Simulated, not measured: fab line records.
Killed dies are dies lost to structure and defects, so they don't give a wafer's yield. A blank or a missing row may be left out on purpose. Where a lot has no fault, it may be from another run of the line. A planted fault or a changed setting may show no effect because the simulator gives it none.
Split-lot experiment    flow n5-finfet    21 wafers read from 7 lots, route of 1938 steps

THE SPLIT ITSELF
At N5_PMOS_HMC_CHANNEL_EPI_EXPOSE_06 (exposes mask PMOS HMC BLK, target cd 240 nm), the setting dose-mj was moved away from the recipe's 41 on 4 of the 21 wafers read, by -6.9% to +3.4%. All remaining wafers had this setting at the recipe value.

THE PATH FROM SPLIT TO READING: the file shows 1 step between them
- N5_PMOS_HMC_CHANNEL_EPI_DEVELOP_08: develop time 30 s (also split here: develop-time-s)

THE READING
Shown in nm: cd-nm at N5_PMOS_HMC_CHANNEL_EPI_CD_MEAS_09, with target cd 237.4 nm. Fault-free wafers of this fab line usually give 237.8 nm, standard deviation 0.73 nm.

wafer   tool, chamber at the split  dose-mj as run  against the recipe  cd-nm, nm  against lot-mates on the recipe
L074.2  arfi-scanner-01, 0          41              recipe              237.6      -
L074.4  arfi-scanner-01, 0          41              recipe              237.6      -
L074.6  arfi-scanner-01, 0          41              recipe              239.1      -
L075.1  arfi-scanner-03, 0          41              recipe              238.6      -
L075.3  arfi-scanner-03, 0          41              recipe              239.8      -
L075.4  arfi-scanner-03, 0          42.34           +3.3%               241.5      +2.3
L076.1  arfi-scanner-02, 0          41              recipe              235.9      -
L076.2  arfi-scanner-02, 0          41              recipe              236.6      -
L076.3  arfi-scanner-02, 0          41              recipe              237.6      -
L078.1  arfi-scanner-01, 0          41              recipe              238.4      -
L078.5  arfi-scanner-01, 0          42.38           +3.4%               241.6      +3.2
L078.6  arfi-scanner-01, 0          42.38           +3.4%               239.7      +1.3
L083.3  arfi-scanner-01, 0          41              recipe              237.3      -
L083.5  arfi-scanner-01, 0          41              recipe              237.7      -
L083.6  arfi-scanner-01, 0          41              recipe              236.5      -
L088.2  arfi-scanner-02, 0          41              recipe              238.2      -
L088.3  arfi-scanner-02, 0          41              recipe              239.4      -
L088.4  arfi-scanner-02, 0          38.19           -6.9%               232.4      -6.4
L090.1  arfi-scanner-02, 0          41              recipe              237.3      -
L090.3  arfi-scanner-02, 0          41              recipe              237.7      -
L090.4  arfi-scanner-02, 0          41              recipe              236.9      -

THE FIT
A straight line over all 21 wafers: cd-nm changes by +0.849 nm for each +1% of dose-mj; r = +0.86; the points scatter about the line by 1 nm.
The same after taking each lot's own level away (the mean of its wafers on the recipe; 21 wafers): +0.832 nm for each +1%; r = +0.93; scatter 0.66 nm.
That fit puts the effect of the largest move of dose-mj on the reading at 5.7 nm.
The lots' own levels span 236.70 to 239.20 nm, that is 3.4 times the standard deviation above.
Hence the lot-to-lot level has little effect on the slope; both slopes agree.
Check: with one of the wafers moved furthest among these (-6.9%) left out of the fit, the line predicts -4.66 nm for it against its lot-mates. Against them it came out at -6.4 nm.

THE OTHER SPLITS THESE WAFERS WENT THROUGH
These wafers also went through other splits before the reading. Each is held against what the fit with the lots' levels taken away leaves over:
other split on the same wafers                     wafers away from the commonest value  r with cd-nm (lot level and that fit taken away)
N5_ZERO_LAYER_EXPOSE_08 dose-mj                    7                                     -0.16
N5_ZERO_LAYER_DEVELOP_10 develop-time-s            5                                     +0.23
N5_PMOS_HMC_CHANNEL_EPI_DEVELOP_08 develop-time-s  7                                     +0.15

THE WHOLE CHAIN: every reading that the file lists as answering this split, in the file's order
step                                what it does              reading                                                                      change (the file's fit)                r (the file's)
N5_PMOS_HMC_CHANNEL_EPI_CD_MEAS_09  target cd 237.4 nm        cd-nm                                                                        +0.852 nm for each +1% of the setting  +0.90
N5_PMOS_HMC_CHANNEL_EPI_DESCUM_14   chemistry O2, time 7.9 s  PMOS_HMC_CHANNEL_EPI.cd-nm (the simulator's own value, which no gauge read)  +0.859 nm for each +1% of the setting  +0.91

FILE'S OWN FIT
cd-nm changes by +0.852 nm for each +1% of dose-mj, r = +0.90.
